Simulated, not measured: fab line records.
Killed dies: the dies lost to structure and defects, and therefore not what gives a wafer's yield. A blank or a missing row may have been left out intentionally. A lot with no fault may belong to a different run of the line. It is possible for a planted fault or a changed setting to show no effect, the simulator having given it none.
A struck lot beside a sound one || flow n5Finfet || 36 steps out of a route of 1938
Sound: these wafers, L994.2, L994.3, L994.4. Struck: wafers L991.1, L991.3, L991.6. The cause comes at the end.
Each step with rows lists, per side, the tool, then ch with its chambers, then its first start. Under that, the readings that differ: sound wafers || struck wafers || difference of the means || sigmas: that difference in standard deviations of wafers without a fault.
alike: readings whose means differ by less than 2 such deviations, and words and numbers that are the same on both sides. not compared: withheld readings, readings that some wafer has no value for, bounds like >300 that may hide the same value, and numbers for which the record gives no deviation and whose values overlap.
Wherever a step has rows on one side only, a row that says differs or no value, or a row with sigmas, the two part there. Non-overlapping numbers with no deviation appear without sigmas and do not part them. A reading that every wafer of one side lacks parts them only if that side has two wafers or more.

first, 9 steps without rows for these wafers: N5_BEOL_M4_ANNEAL_95 (time 240 s); N5_BEOL_M4_SPUTTER_96 (material Cu, target thk 4.5 nm, time 8.29 s); N5_BEOL_M4_ECD_50 (material Cu, target thk 300 nm); N5_BEOL_M4_ANNEAL_51 (time 90 s); N5_BEOL_M4_CMP_52 (polishes, stops on SiOC, t overpolish 6.8 s, target thk 40 nm); N5_BEOL_M4_PRE_CLEAN_60 (time 15 s); N5_BEOL_M4_CO_CAP_55 (material Co, precursor CCTBA/H2, target thk 2 nm, time 102.1 s); N5_BEOL_M4_PRE_CLEAN_56 (time 15 s); N5_BEOL_M4_DEP_57 (deposits SiCN from 3MS/NH3, target thk 8 nm, time 14 s).
N5_BEOL_M4_RC_MEAS_101:
  sound on prober-02 ch 0, day 15 04:00; struck on prober-02 ch 0, day 13 17:04
  alike: DIBL_N, DIBL_P, IOFF_N, IOFF_P, ION_N, ION_P, SS_N, SS_P, VT_N, VT_P
then, 24 steps without rows for these wafers: N5_BEOL_M5_ILD_DEP_00 (deposits SiCOH lowk from DEMS/porogen, target thk 140.64 nm, time 25.9 s); N5_BEOL_M5_CURE_79 (cures SiCOH lowk, time 240 s); N5_BEOL_M5_PECVD_70 (deposits SiO2 from TEOS/O2, target thk 16 nm, time 18 s); N5_BEOL_M5_HM_DEP_02 (deposits TiN, target thk 20 nm); N5_BEOL_M5_COAT_59 (time 60 s, resist thk 60 nm); N5_BEOL_M5_COAT_60 (time 60 s, resist thk 12 nm); N5_BEOL_M5_COAT_71 (time 60 s, resist thk 5 nm); N5_BEOL_M5_COAT_05 (resist thk 30 nm); N5_BEOL_M5_EBR_07; N5_BEOL_M5_SOFTBAKE_06 (time 60 s); N5_BEOL_M5_EXPOSE_08 (exposes mask M5, target cd 28 nm); N5_BEOL_M5_PEB_09 (peb time 60 s); N5_BEOL_M5_DEVELOP_10 (develop time 30 s); N5_BEOL_M5_DESCUM_16 (chemistry O2, time 7 s); N5_BEOL_M5_ETCH_72 (etches underlayer in N2/H2, target depth 6.5 nm, time 5.2 s); N5_BEOL_M5_ETCH_61 (etches SiARC in CF4, target depth 15.6 nm, time 26 s); N5_BEOL_M5_ETCH_62 (etches SOC in N2/H2, target depth 75 nm, overetch 15 nm, time 112.5 s); N5_BEOL_M5_STRIP_63 (strips in N2/H2); N5_BEOL_M5_STRIP_73 (strips in N2/H2); N5_BEOL_M5_STRIP_64 (strips in CF4); N5_BEOL_M5_HM_OPEN_17 (chemistry Cl2/BCl3, target TiN, target depth 20 nm, overetch 6 nm); N5_BEOL_M5_STRIP_19 (strips in O2); N5_BEOL_M5_COAT_65 (time 60 s, resist thk 60 nm); N5_BEOL_M5_COAT_66 (time 60 s, resist thk 12 nm).
N5_BEOL_M7_CVD_78: deposits Co from CCTBA/H2, target thk 2 nm, time 142.3 s.
  sound on cvdCo-02 ch 0,1, day 16 10:37; struck on cvdCo-01 ch 0,1,2, day 14 19:01
  no value came back on the struck wafers for chamberPressureTorr (Torr), runLengthS (s); on the sound wafers chamberPressureTorr (Torr) reads 29.87 30.08 30.02
-- the record jumps here: 3 days lie between the struck wafers' starts before and after (it left off in module BEOL_M7 and takes up again in module PASSIVATION, whose first step shown is number 1936 of the route) --
N5_PASSIVATION_PROBE_49:
  sound: prober-02 at day 19 06:55; struck: prober-02 at day 17 20:43
{"reading": "defectLimitedYield (%)", "sound": "90.8 91.1 91.0", "struck": "16.1 16.5 17.7", "difference": -74.2, "sigmas": -57}
{"reading": "killed_at_M4_up", "sound": "16 14 10", "struck": "913 899 886", "difference": "+886", "sigmas": "+99 or more"}
{"reading": "killedDies", "sound": "108 105 106", "struck": "990 985 971", "difference": "+876", "sigmas": "+58"}
{"reading": "killedOnRim", "sound": "15 12 12", "struck": "117 85 120", "difference": "+94", "sigmas": "+24"}
{"reading": "sort_bin_5_function (%)", "sound": "5.2 5.5 5.0", "struck": "71.0 70.7 69.0", "difference": "+65.0", "sigmas": "+80"}
{"reading": "sort_bin_6_memory (%)", "sound": "3.6 2.8 3.3", "struck": "12.4 12.5 13.0", "difference": "+9.4", "sigmas": "+14"}
{"reading": "sortNPass", "sound": "1072 1075 1074", "struck": "190 195 209", "difference": -876, "sigmas": -58}
{"reading": "sortYieldPct (%)", "sound": "90.8 91.1 91.0", "struck": "16.1 16.5 17.7", "difference": -74.2, "sigmas": -57}
  alike: killed_at_M0_to_M3, killedAtContacts, killedAtFrontEnd, killedAtOther, killedOpen, killedShort

## WHERE THEY PART
At N5_BEOL_M7_CVD_78 first; at N5_PASSIVATION_PROBE_49 last (within this record only).

WHY: whatever the simulator had introduced
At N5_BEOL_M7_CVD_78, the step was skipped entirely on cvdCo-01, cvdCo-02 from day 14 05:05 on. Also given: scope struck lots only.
